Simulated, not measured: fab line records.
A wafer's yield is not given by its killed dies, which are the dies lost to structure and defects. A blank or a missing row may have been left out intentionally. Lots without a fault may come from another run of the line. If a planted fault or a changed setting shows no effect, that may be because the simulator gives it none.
Struck lot and sound lot, side by side :: flow nand_harc :: 19 out of 1302 route steps
Sound: the wafers L503.2, L503.4, L503.6. Struck: wafer L516.6. The cause is given at the end.
At each step with rows: each side's tool, then ch and its chambers, then its first start. Under that, the readings that differ: sound wafers :: struck wafers :: difference of the means :: sigmas: that difference in standard deviations of wafers without a fault.
alike: words and numbers the same on both sides, and readings whose means are apart by under 2 such deviations; not compared: readings that were withheld, readings missing a value for some wafer, numbers with overlapping values and no deviation given by the record, and bounds like >300 which may hide the same value.
Wherever a step has rows on one side only, a row that says differs or no value, or a row with sigmas, the two part there. Non-overlapping numbers with no deviation appear without sigmas and do not part them. A reading that every wafer of one side lacks parts them only if that side has two wafers or more.

first, 3 steps without rows for these wafers: NHARC_A_CHANNEL_HOLE_D2_ETCH_20 (etches the open film in C4F8/O2/Ar, time 361.9 s, target depth 1600 nm); NHARC_A_CHANNEL_HOLE_D2_ETCH_21 (etches the open film in C4F8/O2/Ar, time 514.3 s, target depth 1600 nm); NHARC_A_CHANNEL_HOLE_D2_ETCH_22 (etches the open film in C4F8/O2/Ar, time 666.7 s, target depth 1600 nm).
NHARC_A_CHANNEL_HOLE_D2_ETCH_23: etches the open film in C4F8/O2/Ar, time 819 s, target depth 1600 nm.
  sound on har_etch-02 ch 0, day 16 05:11; struck on har_etch-02 ch 1, day 22 08:37
reading: drypump_motor_current_A (A)
sound: 5.86 5.86 5.84
struck: 6.50
difference: +0.65
sigmas: +2
  alike: showerhead_plenum_p_Torr, temp_c, throttle_valve_pct
  not compared: rf_hours_counter_h
NHARC_A_CHANNEL_HOLE_D2_ETCH_24: etches the open film in C4F8/O2/Ar, time 906.2 s, target depth 1500 nm.
  sound on har_etch-02 ch 0, day 16 05:52; struck on har_etch-02 ch 1, day 22 09:22
reading: drypump_motor_current_A (A)
sound: 5.87 5.88 5.87
struck: 6.50
difference: +0.63
sigmas: +2

reading: temp_c (C)
sound: -20.05 -19.94 -20.01
struck: -20.26
difference: -0.26
sigmas: -3
  alike: showerhead_plenum_p_Torr, throttle_valve_pct
  not compared: rf_hours_counter_h
then, 2 steps without rows for these wafers: NHARC_A_CHANNEL_HOLE_D2_ETCH_25 (etches the open film in C4F8/O2/Ar, time 1040.2 s, target depth 1500 nm); NHARC_A_CHANNEL_HOLE_D2_ETCH_26 (etches the open film in C4F8/O2/Ar, time 224.1 s, target depth 300 nm).
NHARC_A_CHANNEL_HOLE_D2_ETCH_27: etches the open film in C4F8/O2/Ar, time 90 s, target depth 400 nm.
  sound on har_etch-02 ch 0, day 16 07:43; struck on har_etch-02 ch 1, day 22 10:49
reading: drypump_motor_current_A (A)
sound: 5.85 5.86 5.85
struck: 6.53
difference: +0.68
sigmas: +3

reading: temp_c (C)
sound: -20.15 -20.10 -20.02
struck: -19.80
difference: +0.29
sigmas: +3

reading: throttle_valve_pct (%)
sound: 27.619 27.624 27.614
struck: 27.597
difference: -0.022
sigmas: -2
  alike: showerhead_plenum_p_Torr
  not compared: rf_hours_counter_h
then, 3 steps without rows for these wafers: NHARC_A_CHANNEL_HOLE_D2_STRIP_41 (strips in N2/H2); NHARC_A_CHANNEL_HOLE_D2_STRIP_42 (strips in CF4/CHF3); NHARC_A_CHANNEL_HOLE_D2_STRIP_43 (strips in O2/COS).
NHARC_A_CHANNEL_HOLE_D2_ETCH_44: etches the open film in CF4/O2, target depth 140 nm, overetch 14 nm, time 77 s.
  sound on rie_diel-13 ch 1,2, day 16 08:28; struck on rie_diel-04 ch 1, day 22 11:28
  alike: drypump_motor_current_A, oes_product_au, rf_vpp_V, showerhead_plenum_p_Torr, throttle_valve_pct
  not compared: rf_hours_counter_h
NHARC_A_CHANNEL_HOLE_D2_STRIP_28: strips in O2.
  sound on rie_diel-13 ch 1,2,3, day 16 08:40; struck on rie_diel-04 ch 0, day 22 11:45
reading: drypump_motor_current_A (A)
sound: 5.5 6.6 5.9
struck: 4.9
difference: -1.1
sigmas: -2
  alike: oes_product_au, rf_vpp_V, showerhead_plenum_p_Torr, throttle_valve_pct
  not compared: rf_hours_counter_h
then, 2 steps without rows for these wafers: NHARC_A_CHANNEL_HOLE_D2_PRECLEAN_29 (cleans in SC1); NHARC_A_CHANNEL_HOLE_D2_SRD_30.
NHARC_A_CHANNEL_HOLE_D2_CD_MEAS_31:
  sound on cd_sem-01 at day 16 09:16; struck on cd_sem-01 at day 22 12:15
  alike: cd_nm
NHARC_A_CHANNEL_HOLE_D2_XSEM_32:
  sound on xsem-02 ch 0, day 16 09:21; struck on xsem-02 ch 0, day 22 12:20
reading: tilt_deg (degrees)
sound: -0.01 -0.01 -0.01
struck: 0.08
difference: +0.09
sigmas: +2
  alike: bot_cd_nm, bow_nm
NHARC_A_CHANNEL_HOLE_D2_INSPECT_40:
  sound on defect_inspect-02 at day 16 09:27; struck on defect_inspect-01 at day 22 12:36
reading: raw_defect_count
sound: 328 268 309
struck: 796
difference: +494
sigmas: +5
  not compared: hold
-- the record jumps here: 11 days lie between the struck wafers' starts before and after (it left off in module A_CHANNEL_HOLE_D2 and takes up again in module END, whose first step shown is number 1302 of the route) --
NHARC_END_SORT_01:
  at this point the record logs the struck wafers (prober-02 ch 0, day 33 19:24) and has no rows for the sound ones

== WHERE THEY PART ==
At NHARC_A_CHANNEL_HOLE_D2_ETCH_23 first; at NHARC_END_SORT_01 last (within this record only).

WHY: what had been put in by the simulator
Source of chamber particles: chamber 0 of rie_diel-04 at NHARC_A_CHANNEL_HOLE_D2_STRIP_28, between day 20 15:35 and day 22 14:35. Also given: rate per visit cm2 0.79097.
